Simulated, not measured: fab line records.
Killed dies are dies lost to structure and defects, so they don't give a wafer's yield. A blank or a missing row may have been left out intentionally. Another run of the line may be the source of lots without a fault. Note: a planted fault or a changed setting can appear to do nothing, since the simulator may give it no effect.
Split-lot trial / flow n5Finfet / 39 wafers read from 7 lots, route of 1938 steps

ON THE SPLIT
At N5_MOL_CONTACT_COAG_EXPOSE_81 (exposes mask VG, defocus 0 nm), the setting doseMj was moved away from the recipe's 59.5 on 15 of the 39 wafers read, by -7.3% to +4.7%. This setting was run at the recipe's value on the other wafers.

FROM THE SPLIT TO THE READING: what the file shows between them, 8 steps
- N5_MOL_CONTACT_COAG_PEB_82: peb time 60 s
- N5_MOL_CONTACT_COAG_DEVELOP_83: develop time 30 s
- N5_MOL_CONTACT_COAG_CD_MEAS_84: target cd 25.1 nm
- N5_MOL_CONTACT_COAG_ALD_131: deposits SiO2, target thk 5 nm, pulse time 1 s, co reactant pulse time 1 s (also split here: aldCycles)
- N5_MOL_CONTACT_COAG_ETCHBACK_132: etches SiO2 in CHF3, target depth 10 nm, time 6.7 s
- N5_MOL_CONTACT_COAG_ETCH_91: etches SOC in N2/H2, target depth 60 nm, overetch 21 nm, time 101.2 s
- N5_MOL_CONTACT_COAG_PRECLEAN_144: cleans in alkaline clean, time 60 s
- N5_MOL_CONTACT_COAG_SRD_145: time 30 s

THE READING
Shown in nm: cdNm at N5_MOL_CONTACT_COAG_CD_MEAS_137, with target cd 16 nm. Fault-free wafers of this fab line usually give 15.9 nm, standard deviation 0.31 nm.

wafer=L076.1; tool, chamber at the split=euvScanner-01, 0; doseMj as run=61.91; against the recipe=+4.1%; cdNm, nm=16.6; against lot-mates on the recipe=+0.6
wafer=L076.2; tool, chamber at the split=euvScanner-01, 0; doseMj as run=59.5; against the recipe=recipe; cdNm, nm=16.1; against lot-mates on the recipe=-
wafer=L076.3; tool, chamber at the split=euvScanner-01, 0; doseMj as run=61.91; against the recipe=+4.1%; cdNm, nm=16.9; against lot-mates on the recipe=+0.9
wafer=L076.4; tool, chamber at the split=euvScanner-01, 0; doseMj as run=59.5; against the recipe=recipe; cdNm, nm=16.2; against lot-mates on the recipe=-
wafer=L076.5; tool, chamber at the split=euvScanner-01, 0; doseMj as run=61.91; against the recipe=+4.1%; cdNm, nm=16.9; against lot-mates on the recipe=+0.9
wafer=L076.6; tool, chamber at the split=euvScanner-01, 0; doseMj as run=59.5; against the recipe=recipe; cdNm, nm=15.8; against lot-mates on the recipe=-
wafer=L077.1; tool, chamber at the split=euvScanner-01, 0; doseMj as run=59.5; against the recipe=recipe; cdNm, nm=15.8; against lot-mates on the recipe=-
wafer=L077.2; tool, chamber at the split=euvScanner-01, 0; doseMj as run=59.5; against the recipe=recipe; cdNm, nm=16.1; against lot-mates on the recipe=-
wafer=L077.3; tool, chamber at the split=euvScanner-01, 0; doseMj as run=62.28; against the recipe=+4.7%; cdNm, nm=16.6; against lot-mates on the recipe=+0.7
wafer=L077.4; tool, chamber at the split=euvScanner-01, 0; doseMj as run=62.28; against the recipe=+4.7%; cdNm, nm=16.4; against lot-mates on the recipe=+0.5
wafer=L077.5; tool, chamber at the split=euvScanner-01, 0; doseMj as run=62.28; against the recipe=+4.7%; cdNm, nm=16.2; against lot-mates on the recipe=+0.3
wafer=L077.6; tool, chamber at the split=euvScanner-01, 0; doseMj as run=59.5; against the recipe=recipe; cdNm, nm=15.7; against lot-mates on the recipe=-
wafer=L080.1; tool, chamber at the split=euvScanner-02, 0; doseMj as run=59.5; against the recipe=recipe; cdNm, nm=16.3; against lot-mates on the recipe=-
wafer=L080.2; tool, chamber at the split=euvScanner-02, 0; doseMj as run=59.5; against the recipe=recipe; cdNm, nm=16.2; against lot-mates on the recipe=-
wafer=L080.3; tool, chamber at the split=euvScanner-02, 0; doseMj as run=59.5; against the recipe=recipe; cdNm, nm=16.0; against lot-mates on the recipe=-
wafer=L080.4; tool, chamber at the split=euvScanner-02, 0; doseMj as run=59.5; against the recipe=recipe; cdNm, nm=16.1; against lot-mates on the recipe=-
wafer=L080.5; tool, chamber at the split=euvScanner-02, 0; doseMj as run=59.5; against the recipe=recipe; cdNm, nm=15.8; against lot-mates on the recipe=-
wafer=L080.6; tool, chamber at the split=euvScanner-02, 0; doseMj as run=59.5; against the recipe=recipe; cdNm, nm=16.1; against lot-mates on the recipe=-
wafer=L081.1; tool, chamber at the split=euvScanner-01, 0; doseMj as run=59.5; against the recipe=recipe; cdNm, nm=16.0; against lot-mates on the recipe=-
wafer=L081.2; tool, chamber at the split=euvScanner-01, 0; doseMj as run=55.18; against the recipe=-7.3%; cdNm, nm=14.1; against lot-mates on the recipe=-2.0
wafer=L081.3; tool, chamber at the split=euvScanner-01, 0; doseMj as run=55.18; against the recipe=-7.3%; cdNm, nm=14.4; against lot-mates on the recipe=-1.7
wafer=L081.4; tool, chamber at the split=euvScanner-01, 0; doseMj as run=59.5; against the recipe=recipe; cdNm, nm=16.3; against lot-mates on the recipe=-
wafer=L081.5; tool, chamber at the split=euvScanner-01, 0; doseMj as run=55.18; against the recipe=-7.3%; cdNm, nm=14.4; against lot-mates on the recipe=-1.7
wafer=L081.6; tool, chamber at the split=euvScanner-01, 0; doseMj as run=59.5; against the recipe=recipe; cdNm, nm=15.9; against lot-mates on the recipe=-
wafer=L085.1; tool, chamber at the split=euvScanner-01, 0; doseMj as run=55.32; against the recipe=-7.0%; cdNm, nm=14.3; against lot-mates on the recipe=-1.4
wafer=L085.2; tool, chamber at the split=euvScanner-01, 0; doseMj as run=59.5; against the recipe=recipe; cdNm, nm=15.8; against lot-mates on the recipe=-
wafer=L085.3; tool, chamber at the split=euvScanner-01, 0; doseMj as run=59.5; against the recipe=recipe; cdNm, nm=15.8; against lot-mates on the recipe=-
wafer=L085.4; tool, chamber at the split=euvScanner-01, 0; doseMj as run=59.5; against the recipe=recipe; cdNm, nm=15.4; against lot-mates on the recipe=-
wafer=L085.5; tool, chamber at the split=euvScanner-01, 0; doseMj as run=55.32; against the recipe=-7.0%; cdNm, nm=14.0; against lot-mates on the recipe=-1.7
wafer=L085.6; tool, chamber at the split=euvScanner-01, 0; doseMj as run=55.32; against the recipe=-7.0%; cdNm, nm=13.6; against lot-mates on the recipe=-2.1
wafer=L093.2; tool, chamber at the split=euvScanner-01, 0; doseMj as run=59.5; against the recipe=recipe; cdNm, nm=16.3; against lot-mates on the recipe=-
wafer=L093.5; tool, chamber at the split=euvScanner-01, 0; doseMj as run=59.5; against the recipe=recipe; cdNm, nm=15.6; against lot-mates on the recipe=-
wafer=L093.6; tool, chamber at the split=euvScanner-01, 0; doseMj as run=59.5; against the recipe=recipe; cdNm, nm=15.5; against lot-mates on the recipe=-
wafer=L094.1; tool, chamber at the split=euvScanner-02, 0; doseMj as run=61.67; against the recipe=+3.6%; cdNm, nm=16.1; against lot-mates on the recipe=+0.1
wafer=L094.2; tool, chamber at the split=euvScanner-02, 0; doseMj as run=59.5; against the recipe=recipe; cdNm, nm=16.1; against lot-mates on the recipe=-
wafer=L094.3; tool, chamber at the split=euvScanner-02, 0; doseMj as run=61.67; against the recipe=+3.6%; cdNm, nm=17.1; against lot-mates on the recipe=+1.1
wafer=L094.4; tool, chamber at the split=euvScanner-02, 0; doseMj as run=61.67; against the recipe=+3.6%; cdNm, nm=16.6; against lot-mates on the recipe=+0.6
wafer=L094.5; tool, chamber at the split=euvScanner-02, 0; doseMj as run=59.5; against the recipe=recipe; cdNm, nm=15.8; against lot-mates on the recipe=-
wafer=L094.6; tool, chamber at the split=euvScanner-02, 0; doseMj as run=59.5; against the recipe=recipe; cdNm, nm=16.2; against lot-mates on the recipe=-

FIT RESULTS
A straight line over all 39 wafers: cdNm changes by +0.219 nm for each +1% of doseMj; r = +0.92; the points scatter about the line by 0.32 nm.
The same after taking each lot's own level away (the mean of its wafers on the recipe; 39 wafers): +0.21 nm for each +1%; r = +0.94; scatter 0.27 nm.
The reading moves by 1.5 nm for the largest change in doseMj, on that fit.
From 15.67 to 16.08 nm: that is the span of the lots' own levels, equal to 1.3 times the standard deviation above.
Hence the lot-to-lot level has little effect on the slope; both slopes agree.
Check: with one of the wafers moved furthest among these (-7.3%) left out of the fit, the line predicts -1.56 nm for it against its lot-mates. It came out at -1.97 nm against them.

ADDITIONAL SPLITS CARRIED BY THESE WAFERS
Note: prior to the reading, these wafers also went through further splits. Each is held against what the fit with the lots' levels taken away leaves over:
other split on the same wafers=N5_FIN_SAQP_ETCH_34 sourceW; wafers away from the commonest value=15; r with cdNm (lot level and that fit taken away)=+0.08
other split on the same wafers=N5_DUMMY_GATE_ETCH_32 timeS; wafers away from the commonest value=15; r with cdNm (lot level and that fit taken away)=-0.09
other split on the same wafers=N5_HKMG_FIN_ETCH_58 biasW; wafers away from the commonest value=15; r with cdNm (lot level and that fit taken away)=+0.27
other split on the same wafers=N5_MOL_CONTACT_COAG_ALD_123 aldCycles; wafers away from the commonest value=9; r with cdNm (lot level and that fit taken away)=+0.05
other split on the same wafers=N5_MOL_CONTACT_COAG_ALD_131 aldCycles; wafers away from the commonest value=15; r with cdNm (lot level and that fit taken away)=-0.23

THE WHOLE CHAIN: every reading that the file lists as answering this split, in the file's order
step=N5_MOL_CONTACT_COAG_CD_MEAS_84; what it does=target cd 25.1 nm; reading=cdNm; change (the file's fit)=+0.198 nm for each +1% of the setting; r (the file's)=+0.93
step=N5_MOL_CONTACT_COAG_CD_MEAS_137; what it does=target cd 16 nm; reading=cdNm; change (the file's fit)=+0.211 nm for each +1% of the setting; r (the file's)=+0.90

THE FILE'S OWN FIT
cdNm changes by +0.211 nm for each +1% of doseMj, r = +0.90.
